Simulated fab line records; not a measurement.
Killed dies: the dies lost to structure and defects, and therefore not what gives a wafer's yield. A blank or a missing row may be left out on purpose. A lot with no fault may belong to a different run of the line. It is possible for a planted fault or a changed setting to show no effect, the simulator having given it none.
Matching of chambers | flow n5 finfet | N5_DUMMY_GATE_HM_OPEN_21 on rie diel-05: 4 sister chambers
The step chemistry CH3F/O2, target SiNx, target depth 120 nm, time 171.4 s. 18 wafers are shown with their chamber, then 9 later ones without.

WAFERS, EACH WITH ITS CHAMBER
wafer  | chamber | drypump motor current A (A) | showerhead plenum p Torr (Torr) | rf vpp V (V)
L075.2 | 3       | 6.1                         | 2.08                            | 304
L075.5 | 3       | 6.1                         | 2.08                            | 305
L075.6 | 2       | 5.7                         | 1.99                            | 284
L077.1 | 3       | 6.1                         | 2.08                            | 304
L077.2 | 1       | 5.5                         | 1.93                            | 297
L077.5 | 0       | 5.5                         | 2.00                            | 318
L079.2 | 3       | 6.1                         | 2.08                            | 305
L079.4 | 1       | 5.5                         | 1.93                            | 296
L079.6 | 3       | 6.1                         | 2.07                            | 305
L081.4 | 0       | 5.5                         | 2.00                            | 318
L081.5 | 2       | 5.7                         | 1.99                            | 283
L081.6 | 3       | 6.1                         | 2.07                            | 305
L084.1 | 1       | 5.5                         | 1.93                            | 296
L084.3 | 2       | 5.7                         | 1.98                            | 282
L084.4 | 0       | 5.5                         | 2.00                            | 316
L090.2 | 0       | 5.6                         | 2.00                            | 316
L090.4 | 1       | 5.5                         | 1.93                            | 296
L090.6 | 3       | 6.1                         | 2.07                            | 304

SIGNATURES, as means of the wafers listed above
reading                  | chamber 0 | chamber 1 | chamber 2 | chamber 3 | scatter within a chamber
drypump motor current A  | 5.525     | 5.500     | 5.700     | 6.100     | 0.0231
showerhead plenum p Torr | 2.0000    | 1.9300    | 1.9867    | 2.0757    | 0.00412
rf vpp V                 | 317.00    | 296.25    | 283.00    | 304.57    | 0.778
Rule: for a wafer and a chamber, the distance is found by dividing, reading by reading, the gap between the wafer's reading and the chamber's mean by the reading's scatter, squaring, summing and taking the root. If the next closest chamber is less than 2 further off than the closest, the wafer can't be placed; otherwise it belongs to the closest. The scatter: the root of (the sum of the squares of (reading less its chamber's mean) over the shown wafers, divided by (wafers less chambers)).

WAFERS WITHOUT THEIR CHAMBER
wafer  | drypump motor current A (A) | showerhead plenum p Torr (Torr) | rf vpp V (V)
L091.3 | 5.7                         | 1.98                            | 283
L091.4 | 6.1                         | 2.07                            | 305
L091.6 | 6.1                         | 2.07                            | 304
L093.4 | 5.5                         | 1.92                            | 295
L093.5 | 5.5                         | 1.99                            | 316
L093.6 | 6.1                         | 2.07                            | 304
L096.2 | 6.1                         | 2.07                            | 305
L096.4 | 5.5                         | 1.92                            | 297
L096.5 | 6.1                         | 2.07                            | 305

WHICH CHAMBER EACH ONE RAN IN
wafer  | from the rows above | in truth
L091.3 | 2                   | 2
L091.4 | 3                   | 3
L091.6 | 3                   | 3
L093.4 | 1                   | 1
L093.5 | 0                   | 0
L093.6 | 3                   | 3
L096.2 | 3                   | 3
L096.4 | 1                   | 1
L096.5 | 3                   | 3
9 of 9 placed correctly. Number that these rows cannot place: 0. Wrongly placed: 0.
